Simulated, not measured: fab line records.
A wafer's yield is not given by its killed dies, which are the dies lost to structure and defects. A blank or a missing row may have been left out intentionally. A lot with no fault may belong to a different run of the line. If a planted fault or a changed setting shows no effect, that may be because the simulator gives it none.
fab line records -- flow n5-finfet
record: lots: 12, wafers: 33, last-day: 21
route steps=1938 shown BEOL_M10@1493 PASSIVATION@1936
lots untouched by any fault: they come from a run of this same line in which no faults occurred
start-h: start of the lot's first displayed wafer, in hours after the record's first day -- wait-h: how many hours have passed since the lot's step before this one -- " repeats the value in the row above -- L1.1+2: a row that stands for several wafers -- - value missing, or start not given -- * or withheld: withheld -- < > ~ a bound
route shown NAME@n: names a module that has steps shown in the file, with the first one's number in the route -- usual: mean and standard deviation over wafers with no fault -- same: alike in all rows -- chamber/n: place in a boat -- sites: the reading at each site -- _std_site: the values' standard deviation -- _edge_site: outer sites' mean less inner sites' -- radius-mm: how far each site lies from the wafer's centre -- mask NAME#n: copy n -- behind: the last tool/chamber to shape the wafer -- hold: why the lot was held/for how many hours/how that ended -- device: names the non-switching transistor (n, p or np) -- end of line: the same wafers' tests at the end of the route -- step lacking rows: just its recipe -- killed: not the wafer's yield, but the dies lost to structure and defects at the first sort -- map: dies across one wafer; x = killed, . = not, _ = none there
set.NAME: setting as actually run; set.NAME@STEP: the setting as run at that earlier step -- model.NAME: the simulator's own value behind a step, which no gauge read
one table for each step of the route and one row for each wafer, over a sample of lots
services: the hour from which a tool's chamber was out of use, counted from the record's first day as start-h (under 0 if before that day), plus the number of hours and why
== steps ==
step: N5_BEOL_M10_CD_MEAS_18
recipe: pitch-nm: 140, target-cd-nm: 70
usual: cd-nm: 69.7/1.1
lot.wafer,tool,chamber,start-h,wait-h,cd-nm
L904.2,cd-sem-01,-,320.56,0.1,71.3
L904.5,cd-sem-01,-,320.56,0.1,72.3
L904.6,cd-sem-01,-,320.56,0.1,70.6
L902.3,cd-sem-02,-,327.60,0.1,71.0
L902.4,cd-sem-02,-,327.60,0.1,72.0
L902.5,cd-sem-02,-,327.60,0.1,72.0
L903.1,cd-sem-03,-,328.29,0.0,67.8
L903.4,cd-sem-03,-,328.29,0.0,69.8
L903.5,cd-sem-03,-,328.29,0.0,69.1
L905.2,cd-sem-03,-,334.87,0.1,70.2
L905.6,cd-sem-03,-,334.87,0.1,69.3
L907.2,cd-sem-03,-,336.15,0.1,70.2
L907.3,cd-sem-03,-,336.15,0.1,69.9
L907.4,cd-sem-03,-,336.15,0.1,70.4
L911.1,cd-sem-02,-,355.66,0.0,69.5
L911.2,cd-sem-02,-,355.66,0.0,69.1
L911.5,cd-sem-02,-,355.66,0.0,70.1
L912.1,cd-sem-02,-,375.93,0.0,68.4
L912.3,cd-sem-02,-,375.93,0.0,68.4
L912.5,cd-sem-02,-,375.93,0.0,69.1
L914.3,cd-sem-01,-,376.36,0.1,67.9
L914.5,cd-sem-01,-,376.36,0.1,68.2
L914.6,cd-sem-01,-,376.36,0.1,69.5
L919.4,cd-sem-03,-,395.41,0.1,69.6
L919.6,cd-sem-03,-,395.41,0.1,70.5
L921.3,cd-sem-03,-,425.34,0.1,71.5
L921.6,cd-sem-03,-,425.34,0.1,71.9
L923.1,cd-sem-01,-,439.26,0.0,70.6
L923.3,cd-sem-01,-,439.26,0.0,70.4
L923.6,cd-sem-01,-,439.26,0.0,71.0
L924.1,cd-sem-03,-,441.08,0.0,69.3
L924.5,cd-sem-03,-,441.08,0.0,68.5
L924.6,cd-sem-03,-,441.08,0.0,69.0
step: N5_BEOL_M10_OVL_MEAS_29
recipe: points-per-wafer: 44
usual: V9_OVL: -0.5/0.63
lot.wafer,tool,chamber,start-h,wait-h,V9_OVL[nm]
L904.2,overlay-01,0,321.43,0.0,-0.1
L904.5,overlay-01,0,321.43,0.0,-0.8
L904.6,overlay-01,0,321.43,0.0,-0.8
L902.3,overlay-02,0,328.09,0.0,-0.9
L902.4,overlay-02,0,328.09,0.0,-1.1
L902.5,overlay-02,0,328.09,0.0,-0.7
L903.1,overlay-02,0,329.84,0.0,-0.2
L903.4,overlay-02,0,329.84,0.0,-0.2
L903.5,overlay-02,0,329.84,0.0,-0.9
L905.2,overlay-02,0,336.26,0.0,-0.4
L905.6,overlay-02,0,336.26,0.0,-1.2
L907.2,overlay-02,0,336.48,0.0,-0.8
L907.3,overlay-02,0,336.48,0.0,-0.6
L907.4,overlay-02,0,336.48,0.0,-1.0
L911.1,overlay-01,0,358.11,0.0,-0.7
L911.2,overlay-01,0,358.11,0.0,-0.7
L911.5,overlay-01,0,358.11,0.0,0.1
L912.1,overlay-02,0,377.26,0.0,-0.1
L912.3,overlay-02,0,377.26,0.0,-0.8
L912.5,overlay-02,0,377.26,0.0,0.3
L914.3,overlay-01,0,377.43,0.0,-0.7
L914.5,overlay-01,0,377.43,0.0,-0.2
L914.6,overlay-01,0,377.43,0.0,-0.7
L919.4,overlay-01,0,396.65,0.0,0.0
L919.6,overlay-01,0,396.65,0.0,0.6
L921.3,overlay-02,0,426.94,0.0,0.1
L921.6,overlay-02,0,426.94,0.0,-1.1
L923.1,overlay-01,0,439.57,0.0,-0.2
L923.3,overlay-01,0,439.57,0.0,0.0
L923.6,overlay-01,0,439.57,0.0,-1.1
L924.1,overlay-02,0,442.99,0.0,-0.5
L924.5,overlay-02,0,442.99,0.0,-0.5
L924.6,overlay-02,0,442.99,0.0,-0.2
step: N5_BEOL_M10_STRIP_77
recipe: chemistry: N2/H2, time-s: 10, power-w: 450, temp-c: 40, pressure-mtorr: 20, rf-frequency-hz: 6e+07, bias-power-w: 7, n2-flow-sccm: 200, h2-flow-sccm: 200
usual: bias-power-w: 7.001/0.022, chamber-pressure-mTorr: 20.000/0.02, drypump-motor-current-A: 5.9/0.43, oes-product-au: 0.82/0.083, rf-vpp-V: 59.2/0.82, showerhead-plenum-p-Torr: 2.56/0.069, temp-c: 40.00/0.11, throttle-valve-pct: 23.6/0.38
lot.wafer,tool,chamber,start-h,wait-h,bias-power-w,chamber-pressure-mTorr,drypump-motor-current-A,oes-product-au,rf-hours-counter-h,rf-vpp-V,showerhead-plenum-p-Torr,temp-c,throttle-valve-pct
L904.2,rie-diel-04,1,321.98,-,7.008,20.018,6.3,0.88,57,59.6,2.60,40.03,24.1
L904.5,rie-diel-04,2,321.98,-,6.961,19.983,5.7,0.74,-,59.1,2.52,39.89,23.7
L904.6,rie-diel-04,3,321.98,-,7.006,20.021,5.7,0.97,-,59.0,2.59,39.98,23.3
L902.3,rie-diel-04,2,328.74,-,6.994,19.990,5.7,0.74,155,59.0,2.52,40.03,23.6
L902.4,rie-diel-04,0,328.74,-,6.989,20.030,5.1,0.89,29,59.3,2.49,40.09,23.6
L902.5,rie-diel-04,2,328.74,-,7.023,19.984,5.7,0.75,-,59.2,2.52,40.08,23.6
L903.1,rie-diel-04,2,330.33,-,6.975,20.019,5.7,0.75,155,59.3,2.52,40.14,23.6
L903.4,rie-diel-04,1,330.33,-,6.974,20.008,6.3,0.88,59,59.1,2.60,39.95,24.1
L903.5,rie-diel-04,0,330.33,-,7.004,19.991,5.1,0.89,-,57.9,2.49,39.93,23.6
L905.2,rie-diel-05,3,336.92,-,6.999,19.992,6.7,0.81,85,58.9,2.66,40.13,23.2
L905.6,rie-diel-05,1,336.92,-,7.016,20.008,6.2,0.84,-,60.8,2.69,39.86,24.3
L907.2,rie-diel-04,3,337.09,-,6.929,19.989,5.7,0.95,9,59.5,2.59,39.98,23.3
L907.3,rie-diel-04,2,337.09,-,6.962,19.943,5.7,0.74,158,60.1,2.52,40.07,23.6
L907.4,rie-diel-04,1,337.09,-,6.956,20.003,6.3,0.88,63,59.2,2.60,39.88,24.1
L911.1,rie-diel-04,1,358.63,-,6.978,26.011,6.3,0.86,72,58.5,2.59,40.17,24.1
L911.2,rie-diel-04,0,358.63,-,7.009,25.977,5.1,0.87,37,58.9,2.49,40.09,23.6
L911.5,rie-diel-04,1,358.63,-,6.981,26.004,6.3,0.86,-,58.0,2.59,40.05,24.1
L912.1,rie-diel-04,3,377.73,-,7.016,25.992,5.6,0.92,24,59.8,2.58,39.97,23.3
L912.3,rie-diel-04,0,377.73,-,6.999,25.984,5.1,0.85,43,58.7,2.49,39.95,23.6
L912.5,rie-diel-04,2,377.73,-,7.035,25.976,5.7,0.74,-,59.2,2.51,40.30,23.7
L914.3,rie-diel-04,2,378.20,-,6.982,25.968,5.7,0.73,169,59.6,2.51,40.01,23.7
L914.5,rie-diel-04,3,378.20,-,7.044,26.017,5.6,0.91,-,58.7,2.58,40.11,23.3
L914.6,rie-diel-04,0,378.20,-,6.996,25.971,5.1,0.86,-,59.1,2.49,39.97,23.6
L919.4,rie-diel-05,3,397.12,-,7.004,20.005,6.7,0.76,109,61.4,2.64,40.10,23.3
L919.6,rie-diel-05,0,397.12,-,7.006,20.007,5.7,0.73,-,60.0,2.63,40.08,23.0
L921.3,rie-diel-04,1,427.41,-,7.028,19.993,6.3,0.83,95,58.9,2.58,39.99,24.1
L921.6,rie-diel-04,3,427.41,-,7.027,19.963,5.7,0.88,-,59.7,2.57,40.00,23.3
L923.1,rie-diel-01,0,440.17,-,7.002,19.988,6.2,0.72,188,58.8,2.66,40.11,24.2
L923.3,rie-diel-01,3,440.17,-,7.023,19.973,6.4,0.97,9,58.8,2.49,39.94,23.3
L923.6,rie-diel-01,2,440.17,-,7.024,20.037,5.6,0.90,-,58.9,2.49,40.01,23.3
L924.1,rie-diel-05,0,443.46,-,6.987,20.030,5.7,0.72,154,58.0,2.62,39.94,23.1
L924.5,rie-diel-05,0,443.46,-,7.023,19.988,5.7,0.72,-,60.3,2.62,40.09,23.0
L924.6,rie-diel-05,3,443.46,-,7.018,19.997,6.8,0.76,-,58.8,2.64,40.03,23.3
step: N5_BEOL_M10_DEGAS_44
recipe: ambient: vacuum, temp-c: 250, time-s: 60
usual: heater-power-w: 330/46
lot.wafer,tool,chamber,start-h,wait-h,heater-power-w
L904.2,pvd-sputter-02,-,323.03,0.7,400
L904.5,pvd-sputter-02,-,323.03,0.7,407
L904.6,pvd-sputter-02,-,323.03,0.7,306
L902.3,pvd-sputter-03,-,330.09,0.9,310
L902.4,pvd-sputter-03,-,330.09,0.9,389
L902.5,pvd-sputter-03,-,330.09,0.9,394
L903.1,pvd-sputter-03,-,331.03,0.4,318
L903.4,pvd-sputter-03,-,331.03,0.4,355
L903.5,pvd-sputter-03,-,331.03,0.4,401
L905.2,pvd-sputter-03,-,337.63,0.3,307
L905.6,pvd-sputter-03,-,337.63,0.3,348
L907.2,pvd-sputter-01,-,338.15,0.7,278
L907.3,pvd-sputter-01,-,338.15,0.7,318
L907.4,pvd-sputter-01,-,338.15,0.7,310
L911.1,pvd-sputter-01,-,359.24,0.3,410
L911.2,pvd-sputter-01,-,359.24,0.3,308
L911.5,pvd-sputter-01,-,359.24,0.3,273
L912.1,pvd-sputter-02,-,378.68,0.6,313
L912.3,pvd-sputter-02,-,378.68,0.6,400
L912.5,pvd-sputter-02,-,378.68,0.6,274
L914.3,pvd-sputter-02,-,379.38,0.5,411
L914.5,pvd-sputter-02,-,379.38,0.5,311
L914.6,pvd-sputter-02,-,379.38,0.5,425
L919.4,pvd-sputter-01,-,398.10,0.5,406
L919.6,pvd-sputter-01,-,398.10,0.5,406
L921.3,pvd-sputter-02,-,428.45,0.6,313
L921.6,pvd-sputter-02,-,428.45,0.6,269
L923.1,pvd-sputter-03,-,440.84,0.3,347
L923.3,pvd-sputter-03,-,440.84,0.3,298
L923.6,pvd-sputter-03,-,440.84,0.3,343
L924.1,pvd-sputter-03,-,444.40,0.6,394
L924.5,pvd-sputter-03,-,444.40,0.6,311
L924.6,pvd-sputter-03,-,444.40,0.6,388
step: N5_PASSIVATION_PROBE_49
usual: defect-limited-yield: 91.1/1.4, killed_at_M0_to_M3: 34/9.6, killed_at_M4_up: 15/5.3, killed-at-contacts: 12/6.1, killed-at-front-end: 40/11, killed-at-other: 3.5/2.8, killed-dies: 105/17, killed-open: 70/12, killed-short: 34/7.7, sort_bin_4_leakage: 0.01/0.07, sort_bin_5_function: 5.2/0.97, sort_bin_6_memory: 3.4/0.62, sort-n-pass: 1075/17, sort-yield-pct: 91.1/1.4
same: gross-dies: 1180, killed-at-back-side: 0, sort_bin_8_speed[%]: 0
lot.wafer,tool,chamber,start-h,wait-h,defect-limited-yield[%],killed_at_M0_to_M3,killed_at_M4_up,killed-at-contacts,killed-at-front-end,killed-at-other,killed-dies,killed-open,killed-short,sort_bin_4_leakage[%],sort_bin_5_function[%],sort_bin_6_memory[%],sort-n-pass,sort-yield-pct[%]
L904.2,prober-02,-,377.49,0.1,90.0,28,27,11,51,1,118,75,34,0.08,5.4,4.2,1061,89.9
L904.5,prober-02,-,377.64,0.2,91.4,41,14,12,31,3,101,56,40,0,5.1,2.9,1079,91.4
L904.6,prober-02,-,377.69,0.3,87.7,34,18,26,64,3,145,95,40,0,7.1,4.2,1035,87.7
L902.3,prober-02,-,384.88,0.1,92.6,29,13,14,28,3,87,59,27,0,4.9,2.3,1093,92.6
L902.4,prober-02,-,384.93,0.2,90.6,38,20,10,42,1,111,68,40,0,5.4,3.7,1069,90.6
L902.5,prober-02,-,384.98,0.2,90.8,42,12,16,38,1,109,71,37,0,4.9,3.7,1071,90.8
L903.1,prober-01,-,387.83,0.0,90.9,17,22,3,51,14,107,69,34,0,5.2,3.8,1073,90.9
L903.4,prober-01,-,387.98,0.2,91.2,41,14,3,39,7,104,71,32,0.59,5.0,3.2,1069,90.6
L903.5,prober-01,-,388.03,0.2,93.5,18,9,3,47,0,77,52,20,0,3.5,2.8,1103,93.5
L905.2,prober-01,-,392.31,0.1,90.6,37,20,11,41,2,111,84,25,0,6.4,2.9,1069,90.6
L905.6,prober-01,-,392.51,0.3,89.7,35,17,23,45,2,122,74,45,0,6.4,3.7,1058,89.7
L907.2,prober-01,-,403.44,0.1,91.6,28,13,21,36,1,99,65,34,0,4.9,3.1,1081,91.6
L907.3,prober-01,-,403.49,0.1,89.5,38,18,13,53,2,124,83,41,0.08,5.9,4.0,1055,89.4
L907.4,prober-01,-,403.54,0.2,91.6,41,11,11,36,0,99,60,39,0,4.8,3.1,1081,91.6
L911.1,prober-02,-,408.14,0.1,90.8,33,23,10,37,6,109,71,36,0,5.5,3.5,1071,90.8
L911.2,prober-02,-,408.19,0.2,91.4,25,19,15,32,10,101,70,26,0,4.4,3.6,1079,91.4
L911.5,prober-02,-,408.34,0.3,92.2,18,13,25,34,2,92,66,24,0,4.5,3.1,1088,92.2
L914.3,prober-01,-,433.54,0.1,90.8,32,21,21,30,5,109,74,34,0,5.8,3.3,1071,90.8
L914.5,prober-01,-,433.64,0.2,90.8,45,13,13,36,2,109,75,34,0,5.4,3.5,1071,90.8
L914.6,prober-01,-,433.69,0.3,92.5,32,20,21,16,0,89,62,27,0,4.3,3.1,1091,92.5
L912.1,prober-01,-,435.73,0.0,90.9,38,20,9,39,1,107,66,39,0,4.7,3.9,1073,90.9
L912.3,prober-01,-,435.83,0.1,91.2,36,19,7,39,3,104,73,30,0,5.5,3.1,1076,91.2
L912.5,prober-01,-,435.93,0.2,91.4,34,20,8,37,3,102,74,27,0,4.7,3.6,1078,91.4
L919.4,prober-02,-,450.00,0.2,90.5,39,15,9,45,4,112,75,37,0,5.0,3.9,1068,90.5
L919.6,prober-02,-,450.10,0.3,91.2,34,7,19,41,3,104,68,36,0,5.7,3.0,1076,91.2
L921.3,prober-01,-,480.44,0.1,89.4,43,13,12,55,2,125,84,41,0,5.3,5.2,1055,89.4
L921.6,prober-01,-,480.59,0.3,89.2,37,16,17,55,3,128,86,41,0,6.7,3.7,1052,89.2
L923.1,prober-01,-,500.48,0.0,90.9,25,22,13,40,7,107,71,36,0,5.6,3.2,1073,90.9
L923.3,prober-01,-,500.58,0.1,91.6,34,12,16,37,0,99,70,29,0,4.9,3.3,1081,91.6
L923.6,prober-01,-,500.73,0.3,90.6,18,17,24,48,4,111,74,37,0,4.3,4.7,1069,90.6
L924.1,prober-02,-,501.33,0.3,92.5,20,13,8,42,6,89,55,32,0,4.3,2.9,1091,92.5
L924.5,prober-02,-,501.53,0.5,90.8,46,8,6,43,5,108,62,45,0,4.9,3.6,1072,90.8
L924.6,prober-02,-,501.58,0.5,90.6,34,12,7,53,5,111,71,39,0,6.0,3.1,1069,90.6
killed by level:class
L904.2 STI_FIN_REVEAL:geometric-particle:open=22 BEOL_M4:geometric-particle:open=15 BEOL_M2:geometric-particle:open=8 MOL_CONTACT_COAG:geometric-particle:open=7 GATE_CUT:geometric-particle:short=6 BEOL_M0_SAQP:geometric-particle:open=6 STARTING-WAFER:geometric-particle:short=5 GATE_CUT:geometric-particle:open=4
L904.5 BEOL_M0_SAQP:geometric-particle:short=13 BEOL_M0_SAQP:geometric-particle:open=12 MOL_CONTACT_COAG:geometric-particle:open=8 FIN_SAQP:geometric-particle:short=7 BEOL_M4:geometric-particle:open=6 STI_FIN_REVEAL:geometric-particle:open=5 GATE_CUT:geometric-particle:short=5 FIN_SAQP:geometric-particle:open=4
L904.6 STI_FIN_REVEAL:geometric-particle:open=37 MOL_CONTACT_COAG:geometric-particle:open=13 MOL_CONTACT_COAG:geometric-particle:short=12 BEOL_M2:geometric-particle:open=9 BEOL_M0_SAQP:geometric-particle:open=8 BEOL_M4:geometric-particle:open=8 BEOL_M0_SAQP:geometric-particle:short=7 HKMG_FIN:area-etch=7
L902.3 MOL_CONTACT_COAG:geometric-particle:open=8 BEOL_M0_SAQP:geometric-particle:short=8 FIN_SAQP:geometric-particle:open=7 BEOL_M0_SAQP:geometric-particle:open=7 DUMMY_GATE:geometric-particle:open=6 MOL_CONTACT_COAG:geometric-particle:short=6 BEOL_M4:geometric-particle:open=6 BEOL_M0:geometric-particle:open=5
L902.4 FIN_SAQP:geometric-particle:open=13 BEOL_M3:geometric-particle:open=10 FIN_SAQP:geometric-particle:short=8 BEOL_M4:geometric-particle:open=8 BEOL_M0_SAQP:geometric-particle:short=8 MOL_CONTACT_COAG:geometric-particle:open=6 BEOL_M0_SAQP:geometric-particle:open=6 BEOL_M1:geometric-particle:open=6
L902.5 BEOL_M0_SAQP:geometric-particle:open=16 BEOL_M0_SAQP:geometric-particle:short=15 FIN_SAQP:geometric-particle:open=14 MOL_CONTACT_COAG:geometric-particle:open=13 FIN_SAQP:geometric-particle:short=9 BEOL_M4:geometric-particle:open=7 FIN_CUT:geometric-particle:open=4 MOL_CONTACT_COAG:geometric-particle:short=3
L903.1 FIN_SAQP:geometric-particle:open=10 BEOL_M4:geometric-particle:open=9 FIN_SAQP:geometric-particle:short=8 GATE_CUT:geometric-particle:open=8 STI_FIN_REVEAL:geometric-particle:open=6 MIM_TOP_ETCH:geometric-particle:open=6 GATE_CUT:geometric-particle:short=5 BEOL_M1:geometric-particle:open=5
L903.4 BEOL_M0_SAQP:geometric-particle:open=16 STI_FIN_REVEAL:geometric-particle:open=10 BEOL_M1:geometric-particle:open=9 FIN_SAQP:geometric-particle:open=8 GATE_CUT:geometric-particle:short=5 BEOL_M0_SAQP:geometric-particle:short=5 BEOL_M2:geometric-particle:short=4 BEOL_M4:geometric-particle:short=4
L903.5 FIN_SAQP:geometric-particle:open=19 FIN_SAQP:geometric-particle:short=9 DUMMY_GATE:geometric-particle:open=4 BEOL_M3:geometric-particle:open=4 SDB:coat-microbubble-printed=4 STI_FIN_REVEAL:geometric-particle:open=3 BEOL_M0_SAQP:geometric-particle:short=3 BEOL_M2:geometric-particle:open=3
L905.2 BEOL_M4:geometric-particle:open=17 BEOL_M3:geometric-particle:open=15 FIN_SAQP:geometric-particle:open=11 MOL_CONTACT_COAG:geometric-particle:open=8 BEOL_M0_SAQP:geometric-particle:open=7 STI_FIN_REVEAL:geometric-particle:open=6 DUMMY_GATE:geometric-particle:open=6 FIN_SAQP:geometric-particle:short=4
L905.6 MOL_CONTACT_COAG:geometric-particle:open=15 BEOL_M3:geometric-particle:open=12 BEOL_M0_SAQP:geometric-particle:short=9 BEOL_M4:geometric-particle:open=9 MOL_CONTACT_COAG:geometric-particle:short=8 STI_FIN_REVEAL:geometric-particle:open=7 FIN_SAQP:geometric-particle:open=6 STI_FIN_REVEAL:geometric-particle:short=5
L907.2 MOL_CONTACT_COAG:geometric-particle:open=16 FIN_SAQP:geometric-particle:open=10 FIN_SAQP:geometric-particle:short=9 BEOL_M1:geometric-particle:open=6 BEOL_M2:geometric-particle:open=6 BEOL_M4:geometric-particle:open=6 MOL_CONTACT_COAG:geometric-particle:short=5 BEOL_M3:geometric-particle:short=5
L907.3 FIN_SAQP:geometric-particle:open=16 BEOL_M0_SAQP:geometric-particle:short=11 MOL_CONTACT_COAG:geometric-particle:open=10 BEOL_M0_SAQP:geometric-particle:open=9 BEOL_M4:geometric-particle:open=9 FIN_SAQP:geometric-particle:short=8 STI_FIN_REVEAL:geometric-particle:open=7 BEOL_M1:geometric-particle:open=5
L907.4 FIN_SAQP:geometric-particle:open=15 BEOL_M0_SAQP:geometric-particle:short=12 MOL_CONTACT_COAG:geometric-particle:open=9 FIN_SAQP:geometric-particle:short=8 BEOL_M3:geometric-particle:open=8 BEOL_M0_SAQP:geometric-particle:open=6 BEOL_M4:geometric-particle:open=6 BEOL_M1:geometric-particle:open=4
L911.1 BEOL_M4:geometric-particle:open=15 MOL_CONTACT_COAG:geometric-particle:open=9 BEOL_M2:geometric-particle:open=9 BEOL_M0_SAQP:geometric-particle:short=8 GATE_CUT:geometric-particle:short=7 ILD0:geometric-particle:open=6 FIN_SAQP:geometric-particle:open=5 BEOL_M1:geometric-particle:open=5
L911.2 MOL_CONTACT_COAG:geometric-particle:open=12 BEOL_M4:geometric-particle:open=10 STI_FIN_REVEAL:geometric-particle:open=9 BEOL_M2:geometric-particle:open=8 FIN_SAQP:geometric-particle:open=5 HKMG_FIN:area-etch=5 BEOL_M0_SAQP:geometric-particle:open=4 BEOL_M0:geometric-particle:open=4
L911.5 MOL_CONTACT_COAG:geometric-particle:open=20 STI_FIN_REVEAL:geometric-particle:open=7 FIN_SAQP:geometric-particle:open=6 BEOL_M4:geometric-particle:open=6 MOL_CONTACT_COAG:geometric-particle:short=5 STI_FIN_REVEAL:geometric-particle:short=4 DUMMY_GATE:geometric-particle:open=4 BEOL_M0_SAQP:geometric-particle:open=4
L914.3 MOL_CONTACT_COAG:geometric-particle:open=15 STI_FIN_REVEAL:geometric-particle:open=14 BEOL_M4:geometric-particle:open=13 BEOL_M3:geometric-particle:open=11 BEOL_M0_SAQP:geometric-particle:short=7 GATE_CUT:geometric-particle:short=6 MOL_CONTACT_COAG:geometric-particle:short=6 BEOL_M2:geometric-particle:open=6
L914.5 BEOL_M3:geometric-particle:open=18 BEOL_M2:geometric-particle:open=10 MOL_CONTACT_COAG:geometric-particle:open=9 GATE_CUT:geometric-particle:short=8 GATE_CUT:geometric-particle:open=6 BEOL_M0_SAQP:geometric-particle:open=6 BEOL_M4:geometric-particle:open=6 STI_FIN_REVEAL:geometric-particle:open=5
L914.6 MOL_CONTACT_COAG:geometric-particle:open=14 BEOL_M3:geometric-particle:open=12 BEOL_M4:geometric-particle:open=8 MOL_CONTACT_COAG:geometric-particle:short=7 BEOL_M2:geometric-particle:open=7 STI_FIN_REVEAL:geometric-particle:open=4 BEOL_M1:geometric-particle:open=4 BEOL_M5:geometric-particle:open=4
L912.1 BEOL_M0_SAQP:geometric-particle:short=10 DUMMY_GATE:geometric-particle:open=9 BEOL_M2:geometric-particle:open=8 MOL_CONTACT_COAG:geometric-particle:open=6 BEOL_M0_SAQP:geometric-particle:open=6 FIN_SAQP:geometric-particle:short=5 FIN_SAQP:geometric-particle:open=5 BEOL_M3:geometric-particle:open=5
L912.3 BEOL_M3:geometric-particle:open=15 STI_FIN_REVEAL:geometric-particle:open=11 BEOL_M4:geometric-particle:open=8 FIN_SAQP:geometric-particle:open=5 DUMMY_GATE:geometric-particle:open=5 BEOL_M2:geometric-particle:open=5 DUMMY_GATE:geometric-particle:short=4 MOL_CONTACT_COAG:geometric-particle:open=4
L912.5 BEOL_M2:geometric-particle:open=15 STI_FIN_REVEAL:geometric-particle:open=13 BEOL_M1:geometric-particle:open=8 BEOL_M4:geometric-particle:open=8 FIN_SAQP:geometric-particle:open=7 FIN_SAQP:geometric-particle:short=7 MOL_CONTACT_COAG:geometric-particle:open=7 BEOL_M0_SAQP:geometric-particle:short=5
L919.4 BEOL_M2:geometric-particle:open=15 FIN_SAQP:geometric-particle:short=11 FIN_SAQP:geometric-particle:open=10 STI_FIN_REVEAL:geometric-particle:open=9 BEOL_M0_SAQP:geometric-particle:short=6 MOL_CONTACT_COAG:geometric-particle:open=5 BEOL_M3:geometric-particle:open=5 DUMMY_GATE:geometric-particle:open=4
L919.6 MOL_CONTACT_COAG:geometric-particle:open=17 BEOL_M2:geometric-particle:open=12 FIN_SAQP:geometric-particle:short=11 FIN_SAQP:geometric-particle:open=9 STI_FIN_REVEAL:geometric-particle:open=7 BEOL_M1:geometric-particle:open=5 BEOL_M2:geometric-particle:short=5 BEOL_M0_SAQP:geometric-particle:short=4
L921.3 STI_FIN_REVEAL:geometric-particle:open=13 MOL_CONTACT_COAG:geometric-particle:open=12 BEOL_M2:geometric-particle:open=12 FIN_SAQP:geometric-particle:short=9 BEOL_M0_SAQP:geometric-particle:open=8 BEOL_M0_SAQP:geometric-particle:short=8 BEOL_M4:geometric-particle:open=8 FIN_SAQP:geometric-particle:open=7
L921.6 FIN_SAQP:geometric-particle:open=19 FIN_SAQP:geometric-particle:short=15 MOL_CONTACT_COAG:geometric-particle:open=13 BEOL_M0_SAQP:geometric-particle:open=10 BEOL_M2:geometric-particle:open=9 STARTING-WAFER:geometric-particle:open=6 MOL_CONTACT_COAG:geometric-particle:short=4 BEOL_M0:geometric-particle:open=4
L923.1 BEOL_M4:geometric-particle:open=10 FIN_SAQP:geometric-particle:open=9 MOL_CONTACT_COAG:geometric-particle:open=9 BEOL_M3:geometric-particle:open=9 STI_FIN_REVEAL:geometric-particle:open=7 FIN_SAQP:geometric-particle:short=5 GATE_CUT:geometric-particle:short=4 MOL_CONTACT_COAG:geometric-particle:short=4
L923.3 MOL_CONTACT_COAG:geometric-particle:open=15 STI_FIN_REVEAL:geometric-particle:open=9 BEOL_M3:geometric-particle:open=9 BEOL_M1:geometric-particle:open=6 BEOL_M2:geometric-particle:open=6 ILD0:geometric-particle:short=5 GATE_CUT:geometric-particle:short=4 BEOL_M0_SAQP:geometric-particle:open=4
L923.6 MOL_CONTACT_COAG:geometric-particle:open=19 STI_FIN_REVEAL:geometric-particle:open=12 FIN_SAQP:geometric-particle:open=10 BEOL_M4:geometric-particle:open=5 GATE_CUT:geometric-particle:short=5 MOL_CONTACT_COAG:geometric-particle:short=5 STARTING-WAFER:geometric-particle:short=5 FIN_CUT:geometric-particle:open=4
L924.1 FIN_SAQP:geometric-particle:open=8 STI_FIN_REVEAL:geometric-particle:open=7 BEOL_M3:geometric-particle:open=6 MOL_CONTACT_COAG:geometric-particle:open=5 BEOL_M0_SAQP:geometric-particle:short=5 BEOL_M4:geometric-particle:open=5 FIN_SAQP:geometric-particle:short=4 SPACER0:geometric-particle:short=4
L924.5 BEOL_M0_SAQP:geometric-particle:short=10 BEOL_M2:geometric-particle:open=10 FIN_SAQP:geometric-particle:short=7 BEOL_M0_SAQP:geometric-particle:open=7 BEOL_M3:geometric-particle:open=7 FIN_SAQP:geometric-particle:open=5 SPACER0:geometric-particle:short=5 SPACER0:geometric-particle:open=5
L924.6 FIN_SAQP:geometric-particle:short=14 BEOL_M1:geometric-particle:open=9 BEOL_M2:geometric-particle:open=8 STI_FIN_REVEAL:geometric-particle:open=7 STARTING-WAFER:geometric-particle:open=7 MOL_CONTACT_COAG:geometric-particle:open=5 FIN_SAQP:geometric-particle:open=4 DUMMY_GATE:geometric-particle:open=4
== services ==
tool,chamber,start-h,hours,kind
rie-diel-01,1,310.36,2.1,repair
rie-diel-04,2,339.41,7.8,repair
rie-diel-01,2,354.43,-,clean
rie-diel-01,2,354.43,-,consumable-replace:focus-ring
rie-diel-01,2,354.43,23.2,scheduled-down
rie-diel-01,2,354.43,23.2,vent-cycle
rie-diel-05,0,359.21,8.0,repair
rie-diel-01,3,377.91,-,clean
rie-diel-01,3,377.91,-,consumable-replace:focus-ring
rie-diel-01,3,377.91,30.8,scheduled-down
rie-diel-01,3,377.91,30.8,vent-cycle
pvd-sputter-02,-,409.67,7.3,repair
rie-diel-05,-,410.63,0.9,repair
pvd-sputter-01,-,426.95,3.4,repair
rie-diel-01,3,432.33,4.8,repair
== key ==
first-sign: step: N5_BEOL_M10_STRIP_77, reading: chamber-pressure-mTorr, direction: up, sigmas: 99+, usual: *, struck: *
effect none on later readings
met-at N5_BEOL_M10_STRIP_77
struck-lots L911,L912,L914
not-acting-at N5_BEOL_M10_CD_MEAS_18,N5_BEOL_M10_OVL_MEAS_29,N5_BEOL_M10_DEGAS_44
onset-between 337.09 358.63
fault: kind: process-parameter-drift, tool: rie-diel-04, chamber: -, onset-h: 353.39, steps: N5_BEOL_M10_STRIP_77, channel: pressure-mtorr, offset: *, shape: step, end-h: 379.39, acts-in: *, stated: *
